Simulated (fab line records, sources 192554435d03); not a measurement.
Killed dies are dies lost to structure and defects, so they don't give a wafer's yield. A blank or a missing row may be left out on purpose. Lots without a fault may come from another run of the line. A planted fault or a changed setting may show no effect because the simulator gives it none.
Chamber matching | flow n5_finfet | N5_PASSIVATION_DESCUM_12 on rie_diel-01: 4 sister chambers
The step chemistry O2, time 7.9 s. 8 wafers are shown with their chamber, then 7 later ones without.

WAFERS WITH THEIR CHAMBER
wafer  | chamber | drypump_motor_current_A (A) | showerhead_plenum_p_Torr (Torr)
L180.1 | 0       | 5.5                         | 2.03
L183.2 | 1       | 5.4                         | 2.04
L183.4 | 0       | 5.5                         | 2.02
L189.1 | 2       | 5.3                         | 2.05
L189.5 | 3       | 6.0                         | 2.11
L189.6 | 2       | 5.2                         | 2.05
L193.2 | 3       | 6.1                         | 2.11
L193.5 | 1       | 5.4                         | 2.04

WAFERS WITHOUT THEIR CHAMBER
wafer  | drypump_motor_current_A (A) | showerhead_plenum_p_Torr (Torr)
L193.6 | 6.0                         | 2.11
L201.2 | 6.0                         | 2.10
L201.5 | 5.4                         | 2.03
L201.6 | 5.5                         | 2.01
L202.4 | 5.3                         | 2.04
L202.5 | 5.4                         | 2.03
L202.6 | 5.2                         | 2.04

WHICH CHAMBER EACH WENT THROUGH
wafer  | from the rows above     | in truth
L193.6 | 3                       | 3
L201.2 | 3                       | 3
L201.5 | can't be placed: 0 or 1 | 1
L201.6 | 0                       | 0
L202.4 | can't be placed: 1 or 2 | 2
L202.5 | can't be placed: 0 or 1 | 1
L202.6 | can't be placed: 2 or 1 | 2
Placed correctly: 3 of 7. Can't be placed from these rows: 4 (the true chamber is among the candidates in 4). Placed wrongly: 0.
How it was worked out, from the rows above alone: a wafer's distance from a chamber is the root of the sum, over the readings, of the square of ((its reading less the chamber's mean) divided by the reading's scatter). The wafer belongs to the nearest chamber; if the next one is less than 2 further off, it can't be placed. A chamber's mean is the mean of its shown wafers. The scatter: the root of (the sum of the squares of (reading less its chamber's mean) over the shown wafers, divided by (wafers less chambers)).
